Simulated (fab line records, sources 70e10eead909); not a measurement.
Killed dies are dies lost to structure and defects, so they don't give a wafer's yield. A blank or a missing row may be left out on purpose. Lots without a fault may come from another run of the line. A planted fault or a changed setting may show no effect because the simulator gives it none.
fab line records | flow nand_harc
record lots=6 wafers=18 last_day=24
route steps=1159 shown A_SOURCE_PLATE@418 A_ONON_D1@424 END@1159
lots that met no fault: from a run of the same line without faults
start_h: hours from the record's first day to the start of the lot's first wafer shown | wait_h: hours since the lot's step before | " the same as in the row above | L1.1+2: a row that stands for several wafers | - no value, or no start given | * or withheld: withheld | < > ~ a bound
route shown NAME@n: a module of which the file shows steps, and the number in the route of the first | usual: mean/standard deviation of fault-free wafers | same: alike in all rows | chamber/n: place in a boat | sites: the reading at each site | _std_site: their standard deviation | _edge_site: outer sites' mean less inner sites' | radius_mm: how far each site lies from the wafer's centre | mask NAME#n: copy n | behind: the tool/chamber that last shaped the wafer | hold: why the lot was held/for how many hours/how that ended | device: the transistor (n, p or np) that didn't switch | end of line: the same wafers' tests at the end of the route | a step without rows: its recipe alone | killed: dies lost to structure and defects at the first sort, not the wafer's yield | map: a wafer's dies, x killed, . not, _ none there
set.NAME: the setting as run; set.NAME@STEP: as run at that earlier step | model.NAME: the simulator's own value behind a step, which no gauge read
lots at some steps of the route; a table a step, a row a wafer
services: from which hour (start_h, from the record's first day; less than 0 if before it) a tool's chamber was out of use, for how many hours, and why
## steps
# step NHARC_A_SOURCE_PLATE_CVD_03
# recipe target_thk_a=2000 temp_c=620 pressure_mtorr=200 time_s=4000 material=poly-Si
# step NHARC_A_SOURCE_PLATE_ANNEAL_05
# recipe temp_c=850 time_s=1800
# step NHARC_A_SOURCE_PLATE_THK_MEAS_06
# recipe thk_meas_gauge=ellipsometry
# usual thk_nm=200.5/2.3
# columns lot.wafer tool chamber start_h wait_h thk_nm
L587.2 film_metro-01 - 172.03 0.4 198.4
L587.3 " - " " 199.8
L587.4 " - " " 195.9
L588.3 film_metro-02 - 195.90 0.4 203.7
L588.5 " - " " 200.6
L588.6 " - " " 199.8
L591.2 film_metro-02 - 202.50 0.4 202.6
L591.3 " - " " 201.6
L591.5 " - " " 203.8
L596.1 film_metro-01 - 231.97 0.4 197.9
L596.2 " - " " 197.9
L596.4 " - " " 199.8
L603.2 film_metro-01 - 267.14 0.4 202.6
L603.5 " - " " 204.8
L603.6 " - " " 205.5
L604.4 film_metro-01 - 278.44 0.4 200.2
L604.5 " - " " 200.6
L604.6 " - " " 201.7
# step NHARC_A_SOURCE_PLATE_INSPECT_08
# usual raw_defect_count=58/26
# columns lot.wafer tool chamber start_h wait_h raw_defect_count
L587.2 defect_inspect-02 - 172.13 0.0 34
L587.3 " - " " 25
L587.4 " - " " 35
L588.3 defect_inspect-01 - 195.96 0.0 52
L588.5 " - " " 29
L588.6 " - " " 63
L591.2 defect_inspect-01 - 202.57 0.0 36
L591.3 " - " " 29
L591.5 " - " " 61
L596.1 defect_inspect-02 - 232.06 0.0 97
L596.2 " - " " 106
L596.4 " - " " 53
L603.2 defect_inspect-01 - 267.21 0.0 49
L603.5 " - " " 71
L603.6 " - " " 49
L604.4 defect_inspect-01 - 278.52 0.1 68
L604.5 " - " " 48
L604.6 " - " " 37
# step NHARC_A_ONON_D1_DEP_00
# recipe target_thk_a=10000 n2_flow_sccm=2750 n2o_flow_sccm=2000 nh3_flow_sccm=500 sih4_flow_sccm=210 temp_c=400
# step NHARC_A_ONON_D1_THK_MEAS_02
# recipe thk_meas_gauge=ellipsometry
# usual thk_nm=1001/6.1
# columns lot.wafer tool chamber start_h wait_h thk_nm
L587.2 film_metro-02 - 172.71 - 1007
L587.3 " - " " 1008
L587.4 " - " " 1007
L588.3 film_metro-01 - 196.54 - 995
L588.5 " - " " 994
L588.6 " - " " 996
L591.2 film_metro-02 - 203.14 - 1005
L591.3 " - " " 1003
L591.5 " - " " 1004
L596.1 film_metro-01 - 232.63 - 1005
L596.2 " - " " 1008
L596.4 " - " " 1008
L603.2 film_metro-01 - 267.78 - 995
L603.5 " - " " 992
L603.6 " - " " 994
L604.4 film_metro-01 - 279.43 - 992
L604.5 " - " " 994
L604.6 " - " " 992
# step NHARC_A_ONON_D1_DEP_03
# recipe target_thk_a=10000 n2_flow_sccm=2750 n2o_flow_sccm=2000 nh3_flow_sccm=500 sih4_flow_sccm=210 temp_c=400
# step NHARC_A_ONON_D1_THK_MEAS_05
# recipe thk_meas_gauge=ellipsometry
# usual thk_nm=1002/8.1
# columns lot.wafer tool chamber start_h wait_h thk_nm
L587.2 film_metro-01 - 173.28 - 1011
L587.3 " - " " 1012
L587.4 " - " " 1010
L588.3 film_metro-02 - 197.10 - 1002
L588.5 " - " " 1000
L588.6 " - " " 1002
L591.2 film_metro-02 - 203.70 - 1003
L591.3 " - " " 1002
L591.5 " - " " 1003
L596.1 film_metro-01 - 233.20 - 996
L596.2 " - " " 997
L596.4 " - " " 998
L603.2 film_metro-02 - 268.34 - 991
L603.5 " - " " 990
L603.6 " - " " 991
L604.4 film_metro-01 - 279.99 - 997
L604.5 " - " " 998
L604.6 " - " " 996
# step NHARC_A_ONON_D1_DEP_06
# recipe target_thk_a=10000 n2_flow_sccm=2750 n2o_flow_sccm=2000 nh3_flow_sccm=500 sih4_flow_sccm=210 temp_c=400
# step NHARC_A_ONON_D1_THK_MEAS_08
# recipe thk_meas_gauge=ellipsometry
# usual thk_nm=999/10
# columns lot.wafer tool chamber start_h wait_h thk_nm
L587.2 film_metro-01 - 173.85 - 1010
L587.3 " - " " 1010
L587.4 " - " " 1009
L588.3 film_metro-01 - 197.68 - 977
L588.5 " - " " 977
L588.6 " - " " 978
L591.2 film_metro-01 - 204.27 - 992
L591.3 " - " " 992
L591.5 " - " " 992
L596.1 film_metro-01 - 233.78 - 989
L596.2 " - " " 987
L596.4 " - " " 987
L603.2 film_metro-01 - 268.91 - 1019
L603.5 " - " " 1019
L603.6 " - " " 1019
L604.4 film_metro-01 - 280.56 - 1000
L604.5 " - " " 1000
L604.6 " - " " 1000
# step NHARC_A_ONON_D1_DEP_09
# recipe target_thk_a=10000 n2_flow_sccm=2750 n2o_flow_sccm=2000 nh3_flow_sccm=500 sih4_flow_sccm=210 temp_c=400
# usual n2o_flow_sccm=2000/5.7
# columns lot.wafer tool chamber start_h wait_h n2o_flow_sccm
L587.2 pecvd_onon-02 0 173.97 0.1 1994
L587.3 " 0 " " 1991
L587.4 " 0 " " 1997
L588.3 pecvd_onon-04 0 197.85 0.2 2000
L588.5 " 0 " " 2006
L588.6 " 0 " " 2004
L591.2 pecvd_onon-04 0 204.39 0.1 1995
L591.3 " 0 " " 2000
L591.5 " 0 " " 2000
L596.1 pecvd_onon-01 0 233.84 0.1 2008
L596.2 " 0 " " 1994
L596.4 " 0 " " 2006
L603.2 pecvd_onon-02 0 269.02 0.1 1992
L603.5 " 0 " " 1999
L603.6 " 0 " " 2001
L604.4 pecvd_onon-04 0 280.79 0.2 1995
L604.5 " 0 " " 1998
L604.6 " 0 " " 2003
# step NHARC_A_ONON_D1_THK_MEAS_11
# recipe thk_meas_gauge=ellipsometry
# usual thk_nm=1000/9.1
# columns lot.wafer tool chamber start_h wait_h thk_nm
L587.2 film_metro-01 - 174.42 - 1008
L587.3 " - " " 1009
L587.4 " - " " 1006
L588.3 film_metro-02 - 198.24 - 994
L588.5 " - " " 1609
L588.6 " - " " 1608
L591.2 film_metro-02 - 204.85 - 1621
L591.3 " - " " 1011
L591.5 " - " " 1623
L596.1 film_metro-02 - 234.35 - 1000
L596.2 " - " " 998
L596.4 " - " " 998
L603.2 film_metro-02 - 269.48 - 995
L603.5 " - " " 997
L603.6 " - " " 996
L604.4 film_metro-02 - 281.13 - 1002
L604.5 " - " " 1003
L604.6 " - " " 1002
# step NHARC_A_ONON_D1_DEP_12
# recipe target_thk_a=10000 n2_flow_sccm=2750 n2o_flow_sccm=2000 nh3_flow_sccm=500 sih4_flow_sccm=210 temp_c=400
# step NHARC_END_SORT_01
# recipe temp_c=25
# usual killed_at_array=27/8 killed_at_other=0.8/1.2 killed_at_periphery=3.3/2.3 killed_dies=31/8.8 killed_open=3.2/2.1 killed_short=2.1/1.4
# same gross_dies=677
# columns lot.wafer tool chamber start_h wait_h killed_at_array killed_at_other killed_at_periphery killed_dies killed_open killed_short
L588.5 prober-02 0 486.64 3.7 674 0 3 677 4 1
L588.6 prober-02 0 487.44 4.0 675 0 2 677 2 0
L591.2 prober-02 0 502.61 2.8 671 1 5 677 2 3
L591.5 prober-02 0 505.02 3.7 674 0 3 677 1 0
# killed by level:class
L588.5 A_ONON_D1:area_dep=655 A_SLIT:chamber_film_flake=10 P_CONTACT:chamber_film_flake=2 A_CHANNEL_HOLE_D1:chamber_film_flake=2 P_CONTACT:geometric_particle:open=1 A_CHANNEL_FILL_D1:geometric_particle:short=1 A_SGD_CUT:geometric_particle:open=1 A_CONTACT:geometric_particle:open=1
L588.6 A_ONON_D1:area_dep=647 A_SLIT:chamber_film_flake=12 A_CONTACT:chamber_film_flake=5 A_CHANNEL_HOLE_D1:chamber_film_flake=4 A_SGD_CUT:chamber_film_flake=4 P_M1:chamber_film_flake=2 A_SOURCE_PLATE:geometric_particle:open=1 A_CONTACT:geometric_particle:open=1
L591.2 A_ONON_D1:area_dep=646 A_CHANNEL_HOLE_D1:chamber_film_flake=13 A_SLIT:chamber_film_flake=8 P_M0:chamber_film_flake=3 A_M0:geometric_particle:open=2 P_BONDPAD:chamber_film_flake=2 A_ONON_D1:geometric_particle:short=1 A_CONTACT:geometric_particle:short=1
L591.5 A_ONON_D1:area_dep=638 A_CHANNEL_HOLE_D1:chamber_film_flake=18 A_SLIT:chamber_film_flake=15 P_BONDPAD:chamber_film_flake=2 A_CONTACT:chamber_film_flake=2 A_WL_FILL:geometric_particle:open=1 P_M0:chamber_film_flake=1
# map L588.5 (x killed, . not)
____________x____________
_________xxxxxxx_________
_______xxxxxxxxxxx_______
______xxxxxxxxxxxxx______
_____xxxxxxxxxxxxxxx_____
____xxxxxxxxxxxxxxxxx____
____xxxxxxxxxxxxxxxxx____
___xxxxxxxxxxxxxxxxxxx___
___xxxxxxxxxxxxxxxxxxx___
__xxxxxxxxxxxxxxxxxxxxx__
__xxxxxxxxxxxxxxxxxxxxx__
_xxxxxxxxxxxxxxxxxxxxxxx_
_xxxxxxxxxxxxxxxxxxxxxxx_
_xxxxxxxxxxxxxxxxxxxxxxx_
_xxxxxxxxxxxxxxxxxxxxxxx_
_xxxxxxxxxxxxxxxxxxxxxxx_
xxxxxxxxxxxxxxxxxxxxxxxxx
xxxxxxxxxxxxxxxxxxxxxxxxx
xxxxxxxxxxxxxxxxxxxxxxxxx
xxxxxxxxxxxxxxxxxxxxxxxxx
xxxxxxxxxxxxxxxxxxxxxxxxx
_xxxxxxxxxxxxxxxxxxxxxxx_
_xxxxxxxxxxxxxxxxxxxxxxx_
_xxxxxxxxxxxxxxxxxxxxxxx_
_xxxxxxxxxxxxxxxxxxxxxxx_
_xxxxxxxxxxxxxxxxxxxxxxx_
__xxxxxxxxxxxxxxxxxxxxx__
__xxxxxxxxxxxxxxxxxxxxx__
___xxxxxxxxxxxxxxxxxxx___
___xxxxxxxxxxxxxxxxxxx___
____xxxxxxxxxxxxxxxxx____
____xxxxxxxxxxxxxxxxx____
_____xxxxxxxxxxxxxxx_____
______xxxxxxxxxxxxx______
_______xxxxxxxxxxx_______
_________xxxxxxx_________
____________x____________
# map L591.2 (x killed, . not)
____________x____________
_________xxxxxxx_________
_______xxxxxxxxxxx_______
______xxxxxxxxxxxxx______
_____xxxxxxxxxxxxxxx_____
____xxxxxxxxxxxxxxxxx____
____xxxxxxxxxxxxxxxxx____
___xxxxxxxxxxxxxxxxxxx___
___xxxxxxxxxxxxxxxxxxx___
__xxxxxxxxxxxxxxxxxxxxx__
__xxxxxxxxxxxxxxxxxxxxx__
_xxxxxxxxxxxxxxxxxxxxxxx_
_xxxxxxxxxxxxxxxxxxxxxxx_
_xxxxxxxxxxxxxxxxxxxxxxx_
_xxxxxxxxxxxxxxxxxxxxxxx_
_xxxxxxxxxxxxxxxxxxxxxxx_
xxxxxxxxxxxxxxxxxxxxxxxxx
xxxxxxxxxxxxxxxxxxxxxxxxx
xxxxxxxxxxxxxxxxxxxxxxxxx
xxxxxxxxxxxxxxxxxxxxxxxxx
xxxxxxxxxxxxxxxxxxxxxxxxx
_xxxxxxxxxxxxxxxxxxxxxxx_
_xxxxxxxxxxxxxxxxxxxxxxx_
_xxxxxxxxxxxxxxxxxxxxxxx_
_xxxxxxxxxxxxxxxxxxxxxxx_
_xxxxxxxxxxxxxxxxxxxxxxx_
__xxxxxxxxxxxxxxxxxxxxx__
__xxxxxxxxxxxxxxxxxxxxx__
___xxxxxxxxxxxxxxxxxxx___
___xxxxxxxxxxxxxxxxxxx___
____xxxxxxxxxxxxxxxxx____
____xxxxxxxxxxxxxxxxx____
_____xxxxxxxxxxxxxxx_____
______xxxxxxxxxxxxx______
_______xxxxxxxxxxx_______
_________xxxxxxx_________
____________x____________
## services
# columns tool chamber start_h hours kind
pecvd_onon-01 - 195.00 13.0 pm
pecvd_onon-04 - 237.00 13.0 pm
## key
first_sign step=NHARC_A_ONON_D1_THK_MEAS_11 reading=thk_nm direction=up sigmas=68 usual=1000 struck=1616
effect step=NHARC_END_SORT_01 reading=killed_at_array direction=up sigmas=81 usual=27 struck=674
more_kills_born_at NHARC_A_ONON_D1_DEP_09@pecvd_onon-04=2586
met_at NHARC_A_ONON_D1_DEP_09
struck_wafers L588.5,L588.6,L591.2,L591.5
later_rows_left_out L588.5,L588.6,L591.2,L591.5
tester_left_out L588,L591
fault kind=process_parameter_drift tool=pecvd_onon-04 chamber=- onset_h=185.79 steps=NHARC_A_ONON_D1_DEP_09 channel=target_thk_a offset=* shape=step end_h=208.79 scope=struck_wafers_only acts_in=* stated=*
# tester_left_out: of these lots the tester's yield and bins aren't shown, on N5 and GAA mostly nor the transistor test; their killed dies are dies lost to structure and defects alone, not to doping, threshold or leakage, so they don't give the yield
# later_rows_left_out: the simulator's readings of these wafers behind a module that went badly wrong aren't trusted and aren't shown, but for the sort
